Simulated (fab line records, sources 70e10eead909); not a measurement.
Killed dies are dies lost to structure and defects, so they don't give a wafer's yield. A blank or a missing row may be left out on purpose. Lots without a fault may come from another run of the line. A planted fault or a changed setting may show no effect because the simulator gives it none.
Chamber matching | flow nand_harc | NHARC_A_CHANNEL_FILL_D2_ALD_14 on ald_hk-02: 4 sister chambers
The step deposits SiO2, target thk 2.5 nm, pulse time 10 s, ald cycles 25. 4 wafers are shown with their chamber, then 10 later ones without.

WAFERS WITH THEIR CHAMBER
wafer  | chamber | heater_power_w (W)
L086.2 | 0       | 482
L086.5 | 1       | 432
L086.1 | 3       | 396
L086.4 | 2       | 519

WAFERS WITHOUT THEIR CHAMBER
wafer  | heater_power_w (W)
L086.6 | 526
L089.3 | 520
L089.4 | 387
L089.5 | 489
L092.1 | 427
L092.2 | 505
L092.5 | 425
L096.1 | 534
L096.5 | 517
L096.6 | 390

WHICH CHAMBER EACH WENT THROUGH
wafer  | from the rows above     | in truth
L086.6 | 2                       | 2
L089.3 | 2                       | 2
L089.4 | 3                       | 3
L089.5 | 0                       | 0
L092.1 | 1                       | 1
L092.2 | can't be placed: 2 or 0 | 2
L092.5 | 1                       | 1
L096.1 | 2                       | 2
L096.5 | 2                       | 2
L096.6 | 3                       | 3
Placed correctly: 9 of 10. Can't be placed from these rows: 1 (the true chamber is among the candidates in 1). Placed wrongly: 0.
How it was worked out, from the rows above alone: a wafer's distance from a chamber is the root of the sum, over the readings, of the square of ((its reading less the chamber's mean) divided by the reading's scatter). The wafer belongs to the nearest chamber; if the next one is less than 2 further off, it can't be placed. A chamber's mean is the mean of its shown wafers. The scatter: with one shown wafer a chamber, the root of the mean of the squares of how far each hidden wafer lies from its nearest shown one.
